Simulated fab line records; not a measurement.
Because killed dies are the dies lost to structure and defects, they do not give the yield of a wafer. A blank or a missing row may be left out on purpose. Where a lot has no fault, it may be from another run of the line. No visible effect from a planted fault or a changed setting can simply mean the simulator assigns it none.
Lot-split experiment | flow n5 finfet | 39 wafers read across 7 lots, on a route 1938 steps long

== ON THE SPLIT ==
At N5_FIN_SAQP_SPACER2_ALD_28 (deposits SiO2, target thk 8.1 nm, pulse time 1 s, purge time 2 s), the setting target thk a was moved away from the recipe's 81 angstrom on 18 of the 39 wafers read, by -10.0% to +12.0%. This setting was run at the recipe's value on the other wafers.

== FROM THE SPLIT TO THE READING: what the file shows between them, 8 steps ==
- N5_FIN_SAQP_SPACER2_ETCHBACK_29: etches SiO2 in CHF3/O2, target depth 12.2 nm, time 6.1 s
- N5_FIN_SAQP_MANDREL2_REMOVE_60: chemistry HBr/Cl2/O2, target a-Si, stops on SiNx, bt time 10 s
- N5_FIN_SAQP_CD_MEAS_31: target cd 8 nm
- N5_FIN_SAQP_HM_OPEN_33: chemistry CH3F/O2, target SiNx, target depth 49.4 nm, time 70.6 s
- N5_FIN_SAQP_ETCH_34: etches SiO2 in C4F6/O2, target depth 45 nm, time 15 s
- N5_FIN_SAQP_STRIP_77: strips in N2/H2, time 90 s
- N5_FIN_SAQP_ETCH_64: etches SiO2 in CF4, target depth 1.5 nm
- N5_FIN_SAQP_FIN_ETCH_36: etches the open film in HBr/Cl2/O2, target depth 120 nm, time 50.4 s

== THE READING ==
cd nm (nm) at N5_FIN_SAQP_CD_MEAS_37, where the cd target is 8 nm. Fault-free wafers of this fab line usually give 8.05 nm, standard deviation 0.22 nm.

wafer  | tool, chamber at the split | target thk a as run, angstrom | against the recipe | cd nm, nm | against lot-mates on the recipe
L075.1 | ald sin-01, 2,3,0          | 85.9                          | +6.0%              | 8.88      | +0.96
L075.2 | ald sin-01, 1,0,3          | 81                            | recipe             | 7.77      | -
L075.3 | ald sin-01, 2,3,0          | 85.9                          | +6.0%              | 8.60      | +0.68
L075.4 | ald sin-01, 1,0,3          | 81                            | recipe             | 8.19      | -
L075.5 | ald sin-01, 2,3,0          | 85.9                          | +6.0%              | 8.53      | +0.61
L075.6 | ald sin-01, 1,0,3          | 81                            | recipe             | 7.80      | -
L078.1 | ald sin-01, 2,0,0          | 73.75                         | -9.0%              | 7.14      | -0.91
L078.2 | ald sin-01, 3,1,1          | 81                            | recipe             | 8.17      | -
L078.3 | ald sin-01, 3,1,1          | 81                            | recipe             | 8.08      | -
L078.4 | ald sin-01, 2,0,0          | 73.75                         | -9.0%              | 7.57      | -0.48
L078.5 | ald sin-01, 2,0,0          | 73.75                         | -9.0%              | 7.33      | -0.72
L078.6 | ald sin-01, 3,1,1          | 81                            | recipe             | 7.89      | -
L079.1 | ald sin-01, 2              | 81                            | recipe             | 8.06      | -
L079.2 | ald sin-01, 1,3            | 90.68                         | +12.0%             | 9.35      | +1.20
L079.3 | ald sin-01, 0              | 81                            | recipe             | 8.15      | -
L079.4 | ald sin-01, 1,3            | 90.68                         | +12.0%             | 9.41      | +1.26
L079.5 | ald sin-01, 3              | 90.68                         | +12.0%             | 9.19      | +1.04
L079.6 | ald sin-01, 0              | 81                            | recipe             | 8.25      | -
L081.1 | ald sin-01, 3              | 81                            | recipe             | 8.59      | -
L081.2 | ald sin-01, 1,2,1          | 72.89                         | -10.0%             | 7.28      | -0.87
L081.3 | ald sin-01, 1,2,1          | 72.89                         | -10.0%             | 7.20      | -0.95
L081.4 | ald sin-01, 0,2            | 81                            | recipe             | 8.08      | -
L081.5 | ald sin-01, 1,2,1          | 72.89                         | -10.0%             | 7.16      | -0.99
L081.6 | ald sin-01, 0,2            | 81                            | recipe             | 7.79      | -
L085.1 | ald sin-03, 0,0,1          | 81                            | recipe             | 8.28      | -
L085.2 | ald sin-03, 3,1,2          | 75.61                         | -6.7%              | 7.47      | -0.58
L085.3 | ald sin-03, 3,1,2          | 75.61                         | -6.7%              | 7.53      | -0.52
L085.4 | ald sin-03, 3,1,2          | 75.61                         | -6.7%              | 7.31      | -0.74
L085.5 | ald sin-03, 0,0,1          | 81                            | recipe             | 8.01      | -
L085.6 | ald sin-03, 0,0,1          | 81                            | recipe             | 7.87      | -
L087.1 | ald sin-01, 0,2            | 81                            | recipe             | 8.38      | -
L087.2 | ald sin-01, 0,2            | 81                            | recipe             | 7.72      | -
L087.3 | ald sin-01, 3              | 81                            | recipe             | 7.80      | -
L090.1 | ald sin-01, 1,2,2          | 73.51                         | -9.2%              | 7.29      | -0.64
L090.2 | ald sin-01, 0              | 81                            | recipe             | 8.11      | -
L090.3 | ald sin-01, 1,2,2          | 73.51                         | -9.2%              | 7.47      | -0.46
L090.4 | ald sin-01, 0              | 81                            | recipe             | 7.91      | -
L090.5 | ald sin-01, 1              | 81                            | recipe             | 7.77      | -
L090.6 | ald sin-01, 1,2,2          | 73.51                         | -9.2%              | 7.10      | -0.83
Rows listing several chambers each stand for several wafers; the file does not say which wafer went through which chamber.

THE FIT
A straight line over all 39 wafers: cd nm changes by +0.0924 nm for each +1% of target thk a; r = +0.94; the points scatter about the line by 0.2 nm.
The same after taking each lot's own level away (the mean of its wafers on the recipe; 39 wafers): +0.0917 nm for each +1%; r = +0.94; scatter 0.2 nm.
On that fit, the largest move of target thk a shifts the reading by 1.1 nm.
Measured against the standard deviation above, the lots' own levels, which go from 7.920 to 8.153 nm, span 1.1 times it.
Hence the lot-to-lot level has little effect on the slope; both slopes agree.
Check: for one of the wafers moved furthest among these (+12.0%), held out of the fit, the line's prediction against its lot-mates is +1.13 nm. Against them it came out at +1.2 nm.

== THE WHOLE CHAIN: every reading that the file lists as answering this split, in the file's order ==
step                           | what it does                                                      | reading                                                                                 | change (the file's fit)                | r (the file's)
N5_FIN_SAQP_SPACER2_ALD_28     | deposits SiO2, target thk 8.1 nm, pulse time 1 s, purge time 2 s  | SiO2_of_FIN_SAQP_SPACER2_ALD_28.thk nm (the simulator's own value, which no gauge read) | +0.0794 nm for each +1% of the setting | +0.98
N5_FIN_SAQP_MANDREL2_REMOVE_60 | chemistry HBr/Cl2/O2, target a-Si, stops on SiNx, bt time 10 s    | FIN_SAQP.cd nm (the simulator's own value, which no gauge read)                         | +0.0792 nm for each +1% of the setting | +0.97
N5_FIN_SAQP_CD_MEAS_31         | target cd 8 nm                                                    | cd nm                                                                                   | +0.0697 nm for each +1% of the setting | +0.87
N5_FIN_SAQP_HM_OPEN_33         | chemistry CH3F/O2, target SiNx, target depth 49.4 nm, time 70.6 s | FIN_SAQP.cd nm (the simulator's own value, which no gauge read)                         | +0.0767 nm for each +1% of the setting | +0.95
N5_FIN_SAQP_ETCH_34            | etches SiO2 in C4F6/O2, target depth 45 nm, time 15 s             | FIN_SAQP.cd nm (the simulator's own value, which no gauge read)                         | +0.0764 nm for each +1% of the setting | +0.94
N5_FIN_SAQP_CD_MEAS_37         | target cd 8 nm                                                    | cd nm                                                                                   | +0.0902 nm for each +1% of the setting | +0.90

== FILE'S OWN FIT ==
cd nm changes by +0.0902 nm for each +1% of target thk a, r = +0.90.
